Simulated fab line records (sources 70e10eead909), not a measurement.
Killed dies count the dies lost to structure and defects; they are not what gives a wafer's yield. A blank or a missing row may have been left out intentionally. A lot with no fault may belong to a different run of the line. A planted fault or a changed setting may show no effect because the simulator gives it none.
Chamber matching || flow nandHarc || 4 sister chambers for NHARC_P_BONDPAD_ETCH_37 on rieDiel-13
The step etches the open film in N2/H2, target depth 60 nm, overetch 18 nm, time 65.91 s. 8 wafers are shown with their chamber, then 12 later ones without.

## EACH WAFER AND ITS CHAMBER
{"wafer": "L086.1", "chamber": 3, "drypumpMotorCurrentA (A)": 5.33, "rfVppV (V)": 430.9}
{"wafer": "L086.3", "chamber": 2, "drypumpMotorCurrentA (A)": 5.78, "rfVppV (V)": 426.5}
{"wafer": "L087.1", "chamber": 0, "drypumpMotorCurrentA (A)": 5.54, "rfVppV (V)": 432.4}
{"wafer": "L087.5", "chamber": 3, "drypumpMotorCurrentA (A)": 5.34, "rfVppV (V)": 431.0}
{"wafer": "L087.6", "chamber": 2, "drypumpMotorCurrentA (A)": 5.84, "rfVppV (V)": 427.3}
{"wafer": "L090.1", "chamber": 0, "drypumpMotorCurrentA (A)": 5.53, "rfVppV (V)": 432.5}
{"wafer": "L090.3", "chamber": 1, "drypumpMotorCurrentA (A)": 5.64, "rfVppV (V)": 429.2}
{"wafer": "L090.6", "chamber": 1, "drypumpMotorCurrentA (A)": 5.65, "rfVppV (V)": 430.4}

## WAFERS WITHOUT THEIR CHAMBER
{"wafer": "L092.1", "drypumpMotorCurrentA (A)": 5.83, "rfVppV (V)": 427.5}
{"wafer": "L092.2", "drypumpMotorCurrentA (A)": 5.54, "rfVppV (V)": 432.9}
{"wafer": "L092.3", "drypumpMotorCurrentA (A)": 5.64, "rfVppV (V)": 428.1}
{"wafer": "L094.2", "drypumpMotorCurrentA (A)": 5.83, "rfVppV (V)": 426.1}
{"wafer": "L094.4", "drypumpMotorCurrentA (A)": 5.56, "rfVppV (V)": 431.9}
{"wafer": "L094.5", "drypumpMotorCurrentA (A)": 5.32, "rfVppV (V)": 430.8}
{"wafer": "L095.3", "drypumpMotorCurrentA (A)": 5.30, "rfVppV (V)": 431.1}
{"wafer": "L095.5", "drypumpMotorCurrentA (A)": 5.55, "rfVppV (V)": 432.0}
{"wafer": "L095.6", "drypumpMotorCurrentA (A)": 5.78, "rfVppV (V)": 425.5}
{"wafer": "L096.1", "drypumpMotorCurrentA (A)": 5.82, "rfVppV (V)": 424.6}
{"wafer": "L096.2", "drypumpMotorCurrentA (A)": 5.55, "rfVppV (V)": 431.7}
{"wafer": "L096.3", "drypumpMotorCurrentA (A)": 5.65, "rfVppV (V)": 430.1}

## WHICH CHAMBER EACH WENT THROUGH
{"wafer": "L092.1", "from the rows above": 2, "in truth": 2}
{"wafer": "L092.2", "from the rows above": 0, "in truth": 0}
{"wafer": "L092.3", "from the rows above": 1, "in truth": 1}
{"wafer": "L094.2", "from the rows above": 2, "in truth": 2}
{"wafer": "L094.4", "from the rows above": 0, "in truth": 0}
{"wafer": "L094.5", "from the rows above": 3, "in truth": 3}
{"wafer": "L095.3", "from the rows above": 3, "in truth": 3}
{"wafer": "L095.5", "from the rows above": 0, "in truth": 0}
{"wafer": "L095.6", "from the rows above": 2, "in truth": 2}
{"wafer": "L096.1", "from the rows above": 2, "in truth": 2}
{"wafer": "L096.2", "from the rows above": 0, "in truth": 0}
{"wafer": "L096.3", "from the rows above": 1, "in truth": 1}
Correct placement for 12 of the 12. From these rows, 0 cannot be placed. Wrongly placed: 0.
How it was worked out, from the rows above alone: a wafer's distance from a chamber is the root of the sum, over the readings, of the square of ((its reading less the chamber's mean) divided by the reading's scatter). The wafer belongs to the nearest chamber; if the next one is less than 2 further off, it can't be placed. Each chamber's mean is taken over the wafers shown for it. The scatter is the square root of a quotient: the sum, over the shown wafers, of each reading's squared deviation from its chamber's mean, divided by wafers minus chambers.
